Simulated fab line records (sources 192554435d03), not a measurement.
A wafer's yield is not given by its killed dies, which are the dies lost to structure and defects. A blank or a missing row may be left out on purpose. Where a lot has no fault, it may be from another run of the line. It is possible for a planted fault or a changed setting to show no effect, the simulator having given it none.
Split-lot study || flow n5Finfet || 23 wafers read across 5 lots, on a route 1938 steps long

## SPLIT DETAILS
At N5_FIN_SAQP_ETCH_65 (etches SiO2 in CF4, target depth 4 nm, time 4.4 s), the setting timeS was moved away from the recipe's 4.4 s on 8 of the 23 wafers read, by +11.2% to +17.6%. For the rest of the wafers, this setting stayed at what the recipe calls for.

The reading comes from the split's own step.

## THE READING
etch.depthNm (the simulator's own value, which no gauge read), in nm, at N5_FIN_SAQP_ETCH_65 (etches SiO2 in CF4, target depth 4 nm, time 4.4 s). The file does not state a usual value for it. Across the 15 wafers here that went through the recipe, the average is 4.010 nm and the standard deviation 0.1 nm.

{"wafer": "L078.2", "tool, chamber at the split": "rieSi-04, 1", "timeS as run, s": 5.027, "against the recipe": "+14.2%", "etch.depthNm, nm": 4.498, "against lot-mates on the recipe": "+0.522"}
{"wafer": "L078.3", "tool, chamber at the split": "rieSi-04, 2", "timeS as run, s": 4.4, "against the recipe": "recipe", "etch.depthNm, nm": 4.076, "against lot-mates on the recipe": "-"}
{"wafer": "L078.4", "tool, chamber at the split": "rieSi-04, 0", "timeS as run, s": 5.027, "against the recipe": "+14.2%", "etch.depthNm, nm": 4.329, "against lot-mates on the recipe": "+0.353"}
{"wafer": "L078.5", "tool, chamber at the split": "rieSi-04, 3", "timeS as run, s": 4.4, "against the recipe": "recipe", "etch.depthNm, nm": 4.02, "against lot-mates on the recipe": "-"}
{"wafer": "L078.6", "tool, chamber at the split": "rieSi-04, 0", "timeS as run, s": 4.4, "against the recipe": "recipe", "etch.depthNm, nm": 3.833, "against lot-mates on the recipe": "-"}
{"wafer": "L079.1", "tool, chamber at the split": "rieSi-06, 3", "timeS as run, s": 4.4, "against the recipe": "recipe", "etch.depthNm, nm": 4.182, "against lot-mates on the recipe": "-"}
{"wafer": "L079.2", "tool, chamber at the split": "rieSi-06, 1", "timeS as run, s": 4.4, "against the recipe": "recipe", "etch.depthNm, nm": 3.916, "against lot-mates on the recipe": "-"}
{"wafer": "L079.4", "tool, chamber at the split": "rieSi-06, 0", "timeS as run, s": 4.894, "against the recipe": "+11.2%", "etch.depthNm, nm": 4.429, "against lot-mates on the recipe": "+0.380"}
{"wafer": "L079.5", "tool, chamber at the split": "rieSi-06, 1", "timeS as run, s": 4.894, "against the recipe": "+11.2%", "etch.depthNm, nm": 4.367, "against lot-mates on the recipe": "+0.318"}
{"wafer": "L079.6", "tool, chamber at the split": "rieSi-06, 2", "timeS as run, s": 4.894, "against the recipe": "+11.2%", "etch.depthNm, nm": 4.335, "against lot-mates on the recipe": "+0.286"}
{"wafer": "L080.1", "tool, chamber at the split": "rieSi-06, 0", "timeS as run, s": 5.175, "against the recipe": "+17.6%", "etch.depthNm, nm": 4.729, "against lot-mates on the recipe": "+0.687"}
{"wafer": "L080.2", "tool, chamber at the split": "rieSi-06, 1", "timeS as run, s": 4.4, "against the recipe": "recipe", "etch.depthNm, nm": 3.908, "against lot-mates on the recipe": "-"}
{"wafer": "L080.3", "tool, chamber at the split": "rieSi-06, 3", "timeS as run, s": 4.4, "against the recipe": "recipe", "etch.depthNm, nm": 4.177, "against lot-mates on the recipe": "-"}
{"wafer": "L080.4", "tool, chamber at the split": "rieSi-06, 2", "timeS as run, s": 5.175, "against the recipe": "+17.6%", "etch.depthNm, nm": 4.625, "against lot-mates on the recipe": "+0.583"}
{"wafer": "L080.5", "tool, chamber at the split": "rieSi-06, 0", "timeS as run, s": 5.175, "against the recipe": "+17.6%", "etch.depthNm, nm": 4.654, "against lot-mates on the recipe": "+0.612"}
{"wafer": "L082.1", "tool, chamber at the split": "rieSi-06, 2", "timeS as run, s": 4.4, "against the recipe": "recipe", "etch.depthNm, nm": 3.916, "against lot-mates on the recipe": "-"}
{"wafer": "L082.4", "tool, chamber at the split": "rieSi-06, 0", "timeS as run, s": 4.4, "against the recipe": "recipe", "etch.depthNm, nm": 3.956, "against lot-mates on the recipe": "-"}
{"wafer": "L082.6", "tool, chamber at the split": "rieSi-06, 1", "timeS as run, s": 4.4, "against the recipe": "recipe", "etch.depthNm, nm": 3.908, "against lot-mates on the recipe": "-"}
{"wafer": "L091.2", "tool, chamber at the split": "rieSi-01, 3", "timeS as run, s": 4.4, "against the recipe": "recipe", "etch.depthNm, nm": 3.948, "against lot-mates on the recipe": "-"}
{"wafer": "L091.3", "tool, chamber at the split": "rieSi-01, 2", "timeS as run, s": 4.4, "against the recipe": "recipe", "etch.depthNm, nm": 4.118, "against lot-mates on the recipe": "-"}
{"wafer": "L091.4", "tool, chamber at the split": "rieSi-01, 0", "timeS as run, s": 4.4, "against the recipe": "recipe", "etch.depthNm, nm": 4.053, "against lot-mates on the recipe": "-"}
{"wafer": "L091.5", "tool, chamber at the split": "rieSi-01, 0", "timeS as run, s": 4.4, "against the recipe": "recipe", "etch.depthNm, nm": 4.05, "against lot-mates on the recipe": "-"}
{"wafer": "L091.6", "tool, chamber at the split": "rieSi-01, 1", "timeS as run, s": 4.4, "against the recipe": "recipe", "etch.depthNm, nm": 4.094, "against lot-mates on the recipe": "-"}

THE FIT
A straight line over all 23 wafers: etch.depthNm changes by +0.0344 nm for each +1% of timeS; r = +0.93; the points scatter about the line by 0.1 nm.
The same after taking each lot's own level away (the mean of its wafers on the recipe; 23 wafers): +0.0333 nm for each +1%; r = +0.94; scatter 0.087 nm.
Per that fit: largest timeS move, reading shift of 0.59 nm.
From 3.9267 to 4.0526 nm: that is the span of the lots' own levels, equal to 1.2 times the standard deviation above.
So the lot-to-lot level changes the slope little: the two slopes agree.
Check: for one of the wafers moved furthest among these (+17.6%), held out of the fit, the line's prediction against its lot-mates is +0.559 nm. It came out at +0.687 nm against them.

## ADDITIONAL SPLITS CARRIED BY THESE WAFERS
Note: prior to the reading, these wafers also went through further splits. Each is held against what the fit with the lots' levels taken away leaves over:
{"other split on the same wafers": "N5_ZERO_LAYER_PECVD_02 timeS", "wafers away from the commonest value": 7, "r with etch.depthNm (lot level and that fit taken away)": "+0.24"}
{"other split on the same wafers": "N5_FIN_SAQP_PEB_14 pebTimeS", "wafers away from the commonest value": 6, "r with etch.depthNm (lot level and that fit taken away)": -0.24}
{"other split on the same wafers": "N5_FIN_SAQP_ETCH_52 sourceW", "wafers away from the commonest value": 10, "r with etch.depthNm (lot level and that fit taken away)": -0.06}

## THE FILE'S OWN FIT
etch.depthNm changes by +0.0328 nm for each +1% of timeS, r = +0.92.
